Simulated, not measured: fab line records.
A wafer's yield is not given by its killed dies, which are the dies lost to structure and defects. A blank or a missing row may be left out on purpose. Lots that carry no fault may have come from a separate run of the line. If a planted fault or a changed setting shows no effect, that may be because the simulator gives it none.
Matching of chambers	flow n5_finfet	rie_diel-06 running N5_BEOL_M9_ETCH_65: 4 sister chambers
The step etches SiARC in CF4, target depth 15.6 nm, time 26 s. 4 wafers are shown with their chamber, then 9 later ones without.

WAFERS WITH THEIR CHAMBER
wafer	chamber	showerhead_plenum_p_Torr (Torr)
L083.2	2	1.99
L084.1	3	2.12
L084.4	1	2.16
L084.6	0	2.09

WAFERS MISSING THEIR CHAMBER
wafer	showerhead_plenum_p_Torr (Torr)
L093.3	2.08
L093.4	2.12
L093.6	2.08
L090.1	2.08
L090.3	2.16
L090.5	2.12
L094.4	1.98
L094.5	2.16
L094.6	2.08

WHICH CHAMBER EACH WENT THROUGH
wafer	from the rows above	in truth
L093.3	0	0
L093.4	3	3
L093.6	0	0
L090.1	0	0
L090.3	1	1
L090.5	3	3
L094.4	2	2
L094.5	1	1
L094.6	0	0
Placed correctly: 9 of 9. Left unplaced by these rows: 0. Wrongly placed: 0.
How it was worked out, from the rows above alone: a wafer's distance from a chamber is the root of the sum, over the readings, of the square of ((its reading less the chamber's mean) divided by the reading's scatter). If the next closest chamber is less than 2 further off than the closest, the wafer can't be placed; otherwise it belongs to the closest. Each chamber's mean is taken over the wafers shown for it. The scatter: root of mean squared gap, hidden wafer to nearest shown wafer, with one shown wafer a chamber.
